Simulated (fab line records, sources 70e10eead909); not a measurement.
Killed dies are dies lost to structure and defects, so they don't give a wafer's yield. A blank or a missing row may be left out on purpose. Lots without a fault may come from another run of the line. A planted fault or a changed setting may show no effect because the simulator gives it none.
Which tool did it? | flow nand_harc | 12 lots, 36 wafers sampled, at 5 steps of a route of 1159

WHAT THE GAUGES READ, wafer by wafer
NHARC_END_SORT_01.
lot  | measured     | on        | killed_at_array | killed_at_other | killed_at_periphery | killed_dies | killed_open | killed_short
L787 | day 27 03:19 | prober-01 | 39 671 26       | 0 0 0           | 3 6 3               | 42 677 29   | 6 3 3       | 0 3 2
L786 | day 26 18:39 | prober-01 | 36 39 677       | 0 1 0           | 4 4 0               | 40 44 677   | 3 2 3       | 4 1 1

WHICH TOOL RAN EACH LOT (tool, then ch and the chambers of the sampled wafers, then the start)
lot  | NHARC_A_CHANNEL_FILL_D1_ETCHBACK_08           | NHARC_A_STAIRCASE_ETCH_19                     | NHARC_A_STAIRCASE_TRIM_22                     | NHARC_A_STAIRCASE_ETCH_27
L775 | rie_diel-07 ch 1,3, day 13 14:17 or earlier   | rie_diel-04 ch 0,3, day 13 14:17 or earlier   | rie_diel-04 ch 1,3, day 13 14:17 or earlier   | rie_diel-04 ch 0,1, day 13 14:17
L772 | rie_diel-07 ch 0,2,3, day 13 17:09 or earlier | rie_diel-11 ch 0,2,3, day 13 17:09 or earlier | rie_diel-04 ch 0,1,2, day 13 17:09 or earlier | rie_diel-04 ch 0,2,3, day 13 17:09
L773 | rie_diel-02 ch 0,3, day 13 21:35 or earlier   | rie_diel-11 ch 2,3, day 13 21:35 or earlier   | rie_diel-05 ch 0,3, day 13 21:35 or earlier   | rie_diel-05 ch 1,3, day 13 21:35
L774 | rie_diel-07 ch 0,3, day 13 21:24 or earlier   | rie_diel-11 ch 2,3, day 13 21:24 or earlier   | rie_diel-05 ch 0,1,2, day 13 21:24 or earlier | rie_diel-05 ch 0,1,2, day 13 21:24
L780 | rie_diel-06 ch 1,2, day 14 04:21 or earlier   | rie_diel-11 ch 0,3, day 14 04:21 or earlier   | rie_diel-05 ch 0,1,2, day 14 04:21 or earlier | rie_diel-05 ch 1,3, day 14 04:21
L787 | rie_diel-02 ch 0,3, day 14 21:32 or earlier   | rie_diel-05 ch 0,1, day 14 21:32 or earlier   | rie_diel-04 ch 0,1,3, day 14 21:32 or earlier | rie_diel-04 ch 0,2, day 14 21:32
L784 | rie_diel-07 ch 0,2,3, day 14 21:33 or earlier | rie_diel-04 ch 0,1,3, day 14 21:33 or earlier | rie_diel-05 ch 0,2,3, day 14 21:33 or earlier | rie_diel-05 ch 0,1,2, day 14 21:33
L786 | rie_diel-06 ch 1,2,3, day 14 22:41 or earlier | rie_diel-11 ch 0,1,2, day 14 22:41 or earlier | rie_diel-04 ch 0,2,3, day 14 22:41 or earlier | rie_diel-04 ch 0,1,2, day 14 22:41
L789 | rie_diel-07 ch 0,2,3, day 15 02:17 or earlier | rie_diel-11 ch 0,1,2, day 15 02:17 or earlier | rie_diel-11 ch 1,2, day 15 02:17 or earlier   | rie_diel-11 ch 1,2, day 15 02:17
L790 | rie_diel-07 ch 0,2,3, day 15 02:58 or earlier | rie_diel-04 ch 0,1,3, day 15 02:58 or earlier | rie_diel-11 ch 0,2, day 15 02:58 or earlier   | rie_diel-11 ch 2,3, day 15 02:58
L791 | rie_diel-07 ch 0,1,3, day 15 15:53 or earlier | rie_diel-11 ch 0,2,3, day 15 15:53 or earlier | rie_diel-05 ch 0,2, day 15 15:53 or earlier   | rie_diel-05 ch 1,3, day 15 15:53
L792 | rie_diel-06 ch 0,1,2, day 15 17:04 or earlier | rie_diel-04 ch 0,1,3, day 15 17:04 or earlier | rie_diel-11 ch 2,3, day 15 17:04 or earlier   | rie_diel-11 ch 1,2, day 15 17:04
- NHARC_A_CHANNEL_FILL_D1_ETCHBACK_08: etches the open film in C4F8, target depth 220 nm, time 110 s.
- NHARC_A_STAIRCASE_ETCH_19: etches the open film in C4F8/O2, target depth 100 nm, time 40.5 s.
- NHARC_A_STAIRCASE_TRIM_22: chemistry O2, time 211.2 s.
- NHARC_A_STAIRCASE_ETCH_27: etches the open film in C4F8/O2, target depth 100 nm, time 40.5 s.

WHAT THE TOOLS THEMSELVES READ (means of the sampled wafers that have a number; where no wafer has one, the mark that the record gives instead)
NHARC_A_CHANNEL_FILL_D1_ETCHBACK_08.
lot  | tool        | oes_product_au (a.u.) | rf_vpp_V (V)
L775 | rie_diel-07 | 0.97                  | 443.0
L772 | rie_diel-07 | 0.92                  | 445.2
L773 | rie_diel-02 | 0.95                  | 439.7
L774 | rie_diel-07 | 0.93                  | 443.5
L780 | rie_diel-06 | 1.01                  | 440.0
L787 | rie_diel-02 | 0.93                  | 443.6
L784 | rie_diel-07 | 0.99                  | 444.5
L786 | rie_diel-06 | 0.99                  | 441.3
L789 | rie_diel-07 | 0.95                  | 444.0
L790 | rie_diel-07 | 1.00                  | 443.4
L791 | rie_diel-07 | 0.93                  | 443.1
L792 | rie_diel-06 | 1.00                  | 441.3

NHARC_A_STAIRCASE_ETCH_19.
lot  | tool        | oes_product_au (a.u.) | rf_vpp_V (V) | run_length_s (s)
L775 | rie_diel-04 | 0.941                 | 900          | 62.1
L772 | rie_diel-11 | 0.928                 | 897          | 61.6
L773 | rie_diel-11 | 0.923                 | 896          | 62.1
L774 | rie_diel-11 | 0.920                 | 892          | 61.4
L780 | rie_diel-11 | 0.920                 | 902          | 62.3
L787 | rie_diel-05 | 0.952                 | 894          | 62.2
L784 | rie_diel-04 | 0.952                 | 898          | 61.8
L786 | rie_diel-11 | 0.939                 | 897          | 61.5
L789 | rie_diel-11 | 0.926                 | 897          | 61.4
L790 | rie_diel-04 | 0.936                 | 897          | 62.1
L791 | rie_diel-11 | 0.918                 | 898          | 61.8
L792 | rie_diel-04 | 0.933                 | 897          | 61.8

NHARC_A_STAIRCASE_TRIM_22.
lot  | tool        | drypump_motor_current_A (A) | o2_flow_sccm (sccm) | oes_product_au (a.u.) | rf_vpp_V (V) | showerhead_plenum_p_Torr (Torr) | throttle_valve_pct (%)
L775 | rie_diel-04 | 5.3                         | 500.6               | 1.000                 | 58.1         | 3.65                            | 17.044
L772 | rie_diel-04 | 6.1                         | 499.7               | 1.011                 | 58.0         | 3.53                            | 17.034
L773 | rie_diel-05 | 5.5                         | 501.1               | 1.007                 | 57.0         | 3.45                            | 17.046
L774 | rie_diel-05 | 5.9                         | 499.6               | 0.998                 | 57.4         | 3.56                            | 17.039
L780 | rie_diel-05 | 5.9                         | 501.9               | 1.001                 | 58.2         | 3.56                            | 17.028
L787 | rie_diel-04 | 5.7                         | 500.2               | 1.007                 | 58.4         | 3.58                            | 17.037
L784 | rie_diel-05 | 5.8                         | 499.9               | 0.993                 | 57.4         | 3.53                            | 17.041
L786 | rie_diel-04 | 6.0                         | 499.0               | 1.005                 | 58.3         | 3.58                            | 17.046
L789 | rie_diel-11 | 5.8                         | 498.7               | 1.003                 | 57.8         | 3.53                            | 17.036
L790 | rie_diel-11 | 6.0                         | 500.2               | 0.984                 | 57.8         | 3.47                            | 17.037
L791 | rie_diel-05 | 6.1                         | 500.2               | 0.993                 | 58.5         | 3.62                            | 17.032
L792 | rie_diel-11 | 5.5                         | 501.1               | 0.992                 | 58.0         | 3.49                            | 17.037

NHARC_A_STAIRCASE_ETCH_27.
lot  | tool        | oes_product_au (a.u.) | rf_vpp_V (V) | run_length_s (s)
L775 | rie_diel-04 | 0.940                 | 896          | 62.2
L772 | rie_diel-04 | 0.941                 | 898          | 61.9
L773 | rie_diel-05 | 0.949                 | 892          | 61.9
L774 | rie_diel-05 | 0.936                 | 897          | 62.1
L780 | rie_diel-05 | 0.938                 | 894          | 61.9
L787 | rie_diel-04 | 0.945                 | 893          | 66.0
L784 | rie_diel-05 | 0.947                 | 897          | 62.1
L786 | rie_diel-04 | 0.933                 | 896          | 66.3
L789 | rie_diel-11 | 0.926                 | 896          | 61.4
L790 | rie_diel-11 | 0.925                 | 894          | 61.9
L791 | rie_diel-05 | 0.946                 | 890          | 61.8
L792 | rie_diel-11 | 0.940                 | 896          | 61.1

THE ANSWER, worked out from the rows above alone
Rule: what is usual is taken from the lots themselves. Put in order of their means at a reading, lots are off if they are a third of the lots or fewer, leave a main group of 4 or more, and stand apart from it by a gap of 3 or more times the standard deviation of the main group's means; of several such gaps the widest counts. A main group whose means are all the same, to the digits that the tables above print for the reading, isn't used. A lot without any number at a reading at which 4 lots or more have one is off too. The other lots that the step has rows for count as sound. The gauges are gone through in route order, then the tools' own readings, and for those a lot's mean is taken as printed above. The first step at which some lot is off is used, and at that step the reading that is off furthest; a lot without a number counts as furthest.
Off: L787, L786, at NHARC_A_STAIRCASE_ETCH_27 (run_length_s). The main group: mean 61.8 s, standard deviation 0.32.
A tool fits if, at that step or a process step before it, it ran every lot that is off, and no sound lot after the first of them. NHARC_A_CHANNEL_FILL_D1_ETCHBACK_08 gives no start for some lots, so the hours and the order of its lots are those of NHARC_A_STAIRCASE_ETCH_27. NHARC_A_STAIRCASE_ETCH_19 gives no start for some lots, so the hours and the order of its lots are those of NHARC_A_STAIRCASE_ETCH_27. NHARC_A_STAIRCASE_TRIM_22 gives no start for some lots, so the hours and the order of its lots are those of NHARC_A_STAIRCASE_ETCH_27. One fits: rie_diel-04 at NHARC_A_STAIRCASE_TRIM_22 and NHARC_A_STAIRCASE_ETCH_27. At NHARC_A_STAIRCASE_TRIM_22 its last sound lot is L772 (day 13 17:09), its first lot that is off L787 (day 14 21:32): a fault that began between those two fits.

WHAT THE SIMULATOR HAD PUT IN
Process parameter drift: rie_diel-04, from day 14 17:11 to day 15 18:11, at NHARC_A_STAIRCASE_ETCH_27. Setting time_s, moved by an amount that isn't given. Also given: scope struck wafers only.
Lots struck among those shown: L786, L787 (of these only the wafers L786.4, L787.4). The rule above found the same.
